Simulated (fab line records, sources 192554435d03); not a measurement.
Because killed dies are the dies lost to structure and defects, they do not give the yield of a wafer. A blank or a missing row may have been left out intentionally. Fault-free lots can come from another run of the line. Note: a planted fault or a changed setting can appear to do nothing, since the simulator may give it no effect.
Comparing a struck lot with a sound one || flow n5 finfet || 18 steps out of a route of 1938
Sound: the wafers L427.2, L427.3, L427.4. Struck: wafer L435.3 (L435.4, L435.6, from the same lot, were not struck and are left out); the cause is given at the end.
Per side, at each step with rows, come the tool, then ch with its chambers, and then its first start. Under that, the readings that differ: sound wafers || struck wafers || difference of the means || sigmas: that difference in standard deviations of wafers without a fault.
alike: readings with means less than 2 such deviations apart, plus words and numbers identical on both sides. not compared: withheld readings, readings lacking a value on some wafer, bounds such as >300 that could conceal the same value, and numbers that have no deviation in the record and whose values overlap.
The two part at a step that has a row with sigmas, a row that says differs or no value, or rows on one side only. Numbers that don't overlap but have no deviation are shown without sigmas and don't part them. Lack of a reading on every wafer of one side parts them only where that side has two or more wafers.

N5_BEOL_M14_ETCH_68: etches SOC in N2/H2, time 450 s.
  sound on rie diel-05 ch 1,3, day 12 10:27; struck on rie diel-02 ch 0, day 14 18:09
{"reading": "rf vpp V (V)", "sound": "524 517 517", "struck": 527, "difference": "+8", "sigmas": "+2"}
{"reading": "showerhead plenum p Torr (Torr)", "sound": "2.61 2.33 2.33", "struck": 2.68, "difference": "+0.26", "sigmas": "+2"}
  alike: drypump motor current A, oes product au, throttle valve pct
  not compared: rf hours counter h
then, 1 step without rows for these wafers: N5_BEOL_M14_STRIP_69 (strips in N2/H2).
N5_BEOL_M14_TRENCH_ETCH_34: etches SiO2 in C4F8/O2/Ar, target depth 556.65 nm, time 126.9 s.
  sound on rie diel-05 ch 1,3, day 12 10:43; struck on rie diel-02 ch 0, day 14 18:26
  alike: drypump motor current A, oes product au, rf vpp V, showerhead plenum p Torr, throttle valve pct
  not compared: rf hours counter h
then, 1 step without rows for these wafers: N5_BEOL_M14_STRIP_70 (strips in C4F8/O2/Ar).
N5_BEOL_M14_OCD_MEAS_35:
  sound on ocd-01, day 12 10:53; struck on ocd-02, day 14 18:35
  alike: trench depth nm
then, 1 step without rows for these wafers: N5_BEOL_M14_STRIP_37 (strips in O2).
N5_BEOL_M14_ETCH_38: etches SiCN in CF4/N2, target depth 106.5 nm, time 120.6 s.
  sound: rie diel-05 ch 1,2; struck: rie diel-04 ch 0
{"reading": "drypump motor current A (A)", "sound": "5.8 5.4 5.4", "struck": 6.4, "difference": "+0.9", "sigmas": "+2"}
  alike: oes product au, rf vpp V, showerhead plenum p Torr, throttle valve pct
  not compared: rf hours counter h
then, 3 steps without rows for these wafers: N5_BEOL_M14_PRECLEAN_39 (cleans in residue remover, time 60 s); N5_BEOL_M14_SRD_40 (time 30 s, dry time 30 s); N5_BEOL_M14_DEGAS_41 (time 60 s).
N5_BEOL_M14_PRE_CLEAN_42: time 30 s.
  sound on pvd sputter-02, day 12 11:14; struck on pvd sputter-02, day 14 18:59
  alike: heater power w
then, 1 step without rows for these wafers: N5_BEOL_M14_SPUTTER_43 (material TaN, target thk 15 nm, time 24.19 s).
N5_BEOL_M14_SPUTTER_44: material Ta, target thk 15 nm, time 24.19 s.
  sound on pvd sputter-02, day 12 11:21; struck on pvd sputter-02, day 14 19:07
{"reading": "cathode dc power W (W)", "sound": "14999 14999 15001", "struck": 10767, "difference": -4233, "sigmas": "-99 or more"}
{"reading": "model.Ta_of_BEOL_M14_SPUTTER_44.thk nm (nm)", "sound": "15 14.8 14.8", "struck": 11, "difference": -4, "sigmas": ""}
  alike: substrate temp c, throttle valve pct
then, 2 steps without rows for these wafers: N5_BEOL_M14_SPUTTER_45 (material Cu, target thk 100 nm, time 16.67 s); N5_BEOL_M14_ECD_47 (material Cu, target thk 1248 nm).
N5_BEOL_M14_ANNEAL_48: time 90 s.
  sound on rtp anneal-01 ch 0, day 12 11:47; struck on rtp anneal-01 ch 0, day 14 21:17
  alike: wafer_temp_C_max
N5_BEOL_M14_CMP_49: polishes, stops on SiO2, t overpolish 5.2 s, target thk 560 nm.
  sound on cmp-03 ch 0,2,3, day 12 12:02; struck on cmp-03 ch 0, day 14 21:29
{"reading": "barrier field endpoint s (s)", "sound": "11.78 11.59 11.80", "struck": 9.67, "difference": -2.05, "sigmas": -9}
  alike: motor current A, slurry filter dp kPa
N5_BEOL_M14_THK_MEAS_50: measures by xrf.
  sound on film metro-01, day 12 12:20; struck on film metro-01, day 14 21:47
  alike: M14_THK

WHERE THEY PART
At N5_BEOL_M14_ETCH_68 first; at N5_BEOL_M14_CMP_49 last (within this record only). Later steps at which nothing parts them and some readings are alike: N5_BEOL_M14_THK_MEAS_50.

WHY: what the simulator had put in
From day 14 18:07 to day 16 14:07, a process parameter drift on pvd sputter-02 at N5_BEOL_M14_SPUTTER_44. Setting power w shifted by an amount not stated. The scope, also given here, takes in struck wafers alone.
